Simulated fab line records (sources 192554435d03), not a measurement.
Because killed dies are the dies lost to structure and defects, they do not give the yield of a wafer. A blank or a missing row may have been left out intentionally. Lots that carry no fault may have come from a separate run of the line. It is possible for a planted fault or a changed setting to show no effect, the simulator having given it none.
Matching of chambers || flow n5Finfet || N5_DUMMY_GATE_ALD_02 on aldSin-03 has 4 sister chambers
The step deposits SiO2, target thk 2 nm, pulse time 1 s. 15 wafers are shown with their chamber, then 7 later ones without.

WAFERS WITH THEIR CHAMBER
{"wafer": "L778.2", "chamber": 1, "heaterPowerW (W)": 502, "precursorPulseHeightRel": 1.015}
{"wafer": "L778.3", "chamber": 0, "heaterPowerW (W)": 427, "precursorPulseHeightRel": 1.009}
{"wafer": "L778.5", "chamber": 1, "heaterPowerW (W)": 509, "precursorPulseHeightRel": 1.004}
{"wafer": "L779.2", "chamber": 3, "heaterPowerW (W)": 520, "precursorPulseHeightRel": 1.005}
{"wafer": "L779.3", "chamber": 0, "heaterPowerW (W)": 433, "precursorPulseHeightRel": 1.019}
{"wafer": "L779.6", "chamber": 1, "heaterPowerW (W)": 505, "precursorPulseHeightRel": 0.981}
{"wafer": "L785.1", "chamber": 3, "heaterPowerW (W)": 530, "precursorPulseHeightRel": 0.989}
{"wafer": "L785.2", "chamber": 2, "heaterPowerW (W)": 496, "precursorPulseHeightRel": 0.976}
{"wafer": "L785.6", "chamber": 3, "heaterPowerW (W)": 500, "precursorPulseHeightRel": 1.052}
{"wafer": "L786.1", "chamber": 1, "heaterPowerW (W)": 497, "precursorPulseHeightRel": 0.991}
{"wafer": "L786.5", "chamber": 0, "heaterPowerW (W)": 423, "precursorPulseHeightRel": 1.021}
{"wafer": "L786.6", "chamber": 1, "heaterPowerW (W)": 507, "precursorPulseHeightRel": 0.989}
{"wafer": "L791.3", "chamber": 0, "heaterPowerW (W)": 425, "precursorPulseHeightRel": 1.025}
{"wafer": "L791.5", "chamber": 0, "heaterPowerW (W)": 429, "precursorPulseHeightRel": 1.006}
{"wafer": "L791.6", "chamber": 1, "heaterPowerW (W)": 509, "precursorPulseHeightRel": 1.002}

SIGNATURES (means of the wafers above)
{"reading": "heaterPowerW", "chamber 0": 427.40, "chamber 1": 504.83, "chamber 2": 496.00, "chamber 3": 516.67, "scatter within a chamber": 7.6}
{"reading": "precursorPulseHeightRel", "chamber 0": 1.01600, "chamber 1": 0.99700, "chamber 2": 0.97600, "chamber 3": 1.01533, "scatter within a chamber": 0.017}
Rule: distance of a wafer from a chamber = root of the sum over the readings of ((wafer's reading minus chamber's mean) / reading's scatter) squared. The wafer belongs to the nearest chamber; if the next one is less than 2 further off, it can't be placed. How the scatter is found: for the shown wafers, subtract from each reading the mean of its chamber, square and add these, divide the total by (wafers less chambers), then take the root.

WAFERS WITH NO CHAMBER GIVEN
{"wafer": "L795.2", "heaterPowerW (W)": 520, "precursorPulseHeightRel": 0.996}
{"wafer": "L795.6", "heaterPowerW (W)": 501, "precursorPulseHeightRel": 1.023}
{"wafer": "L796.5", "heaterPowerW (W)": 521, "precursorPulseHeightRel": 0.991}
{"wafer": "L796.6", "heaterPowerW (W)": 489, "precursorPulseHeightRel": 1.014}
{"wafer": "L798.1", "heaterPowerW (W)": 523, "precursorPulseHeightRel": 1.011}
{"wafer": "L798.2", "heaterPowerW (W)": 437, "precursorPulseHeightRel": 1.016}
{"wafer": "L798.3", "heaterPowerW (W)": 484, "precursorPulseHeightRel": 1.018}

THE CHAMBER EACH PASSED THROUGH
{"wafer": "L795.2", "from the rows above": "can't be placed: 3 or 1", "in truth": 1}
{"wafer": "L795.6", "from the rows above": "can't be placed: 1 or 3 or 2", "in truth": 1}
{"wafer": "L796.5", "from the rows above": "can't be placed: 3 or 1 or 2", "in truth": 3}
{"wafer": "L796.6", "from the rows above": "can't be placed: 1 or 2 or 3", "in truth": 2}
{"wafer": "L798.1", "from the rows above": "can't be placed: 3 or 1", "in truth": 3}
{"wafer": "L798.2", "from the rows above": 0, "in truth": 0}
{"wafer": "L798.3", "from the rows above": "can't be placed: 2 or 1 or 3", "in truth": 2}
Correct placement for 1 of the 7. From these rows, 6 cannot be placed; in 6 the true chamber is one of the candidates. 0 placed wrongly.
